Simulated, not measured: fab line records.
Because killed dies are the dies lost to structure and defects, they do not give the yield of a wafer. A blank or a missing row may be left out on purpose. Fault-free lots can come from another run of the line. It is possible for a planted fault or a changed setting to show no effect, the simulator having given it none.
Which tool was responsible? + flow nand-harc + 18 wafers from 6 lots sampled at 5 of the route's 1159 steps

== WHAT THE GAUGES SHOWED, per wafer ==
NHARC_END_SORT_01.
| lot  | measured     | on        | killed-at-other |
|------|--------------|-----------|-----------------|
| L543 | day 25 08:05 | prober-02 | 0 0 0           |
| L549 | day 25 15:51 | prober-02 | 0 0 0           |
| L550 | day 26 11:43 | prober-01 | 0 0 0           |
| L552 | day 26 23:06 | prober-02 | 0 0 0           |
| L558 | day 27 12:46 | prober-01 | 0 0 0           |
| L564 | day 28 14:04 | prober-02 | 0 0 0           |

== EACH LOT AND THE TOOL THAT RAN IT (in order: tool; ch and the chambers of the sampled wafers; start) ==
| lot  | NHARC_A_BLC_ETCH_18                           | NHARC_A_BLC_DEGAS_30         | NHARC_A_BLC_CVD_24                       | NHARC_A_M0_ETCH_34                 |
|------|-----------------------------------------------|------------------------------|------------------------------------------|------------------------------------|
| L543 | rie-diel-01 ch 2,3, day 22 05:04 or earlier   | pvd-sputter-01, day 22 05:04 | cvd-w-02 ch 0,1, day 23 08:38 or earlier | rie-diel-03 ch 1,3, day 23 08:38   |
| L549 | rie-diel-11 ch 0,1, day 22 09:06 or earlier   | pvd-sputter-03, day 22 09:06 | cvd-w-01 ch 0,1, day 23 09:59 or earlier | rie-diel-08 ch 0,1,3, day 23 09:59 |
| L550 | rie-diel-12 ch 0,1,2, day 23 05:34 or earlier | pvd-sputter-01, day 23 05:34 | cvd-w-02 ch 0,1, day 23 23:09 or earlier | rie-diel-09 ch 0,1, day 23 23:09   |
| L552 | rie-diel-01 ch 0,1,3, day 24 00:02 or earlier | pvd-sputter-01, day 24 00:02 | cvd-w-02 ch 0,1, day 25 03:38 or earlier | rie-diel-03 ch 0,3, day 25 03:38   |
| L558 | rie-diel-01 ch 2,3, day 24 04:36              | pvd-sputter-03, day 24 05:35 | cvd-w-02 ch 0,1, day 25 05:41 or earlier | rie-diel-03 ch 0,1,3, day 25 05:41 |
| L564 | rie-diel-01 ch 2,3, day 25 18:49 or earlier   | pvd-sputter-02, day 25 18:49 | cvd-w-02 ch 0,1, day 26 12:41 or earlier | rie-diel-08 ch 2,3, day 26 12:41   |
- NHARC_A_BLC_ETCH_18: etches the open film in C4F8/O2/Ar, target depth 910 nm.
- NHARC_A_BLC_DEGAS_30: time 60 s.
- NHARC_A_BLC_CVD_24: deposits W, target thk 150 nm, time 434 s.
- NHARC_A_M0_ETCH_34: etches the open film in N2/H2, target depth 40 nm, overetch 12 nm, time 43.94 s.

== THE ANSWER, worked out from the rows above alone ==
Rule: usual is defined by the lots themselves. The widest of any qualifying gaps counts: lots, ordered by their means at a reading, are off when they make up no more than a third of the lots, leave a main group of 4 or more, and stand apart from it by 3 or more times the standard deviation of that group's means. A main group is skipped when, at the precision printed for the reading in the tables above, its means are all equal. A lot without any number at a reading at which 4 lots or more have one is off too. The other lots that the step has rows for count as sound.
Nothing can be told from this: no lot is off at any reading shown.

== WHAT THE SIMULATOR PUT IN ==
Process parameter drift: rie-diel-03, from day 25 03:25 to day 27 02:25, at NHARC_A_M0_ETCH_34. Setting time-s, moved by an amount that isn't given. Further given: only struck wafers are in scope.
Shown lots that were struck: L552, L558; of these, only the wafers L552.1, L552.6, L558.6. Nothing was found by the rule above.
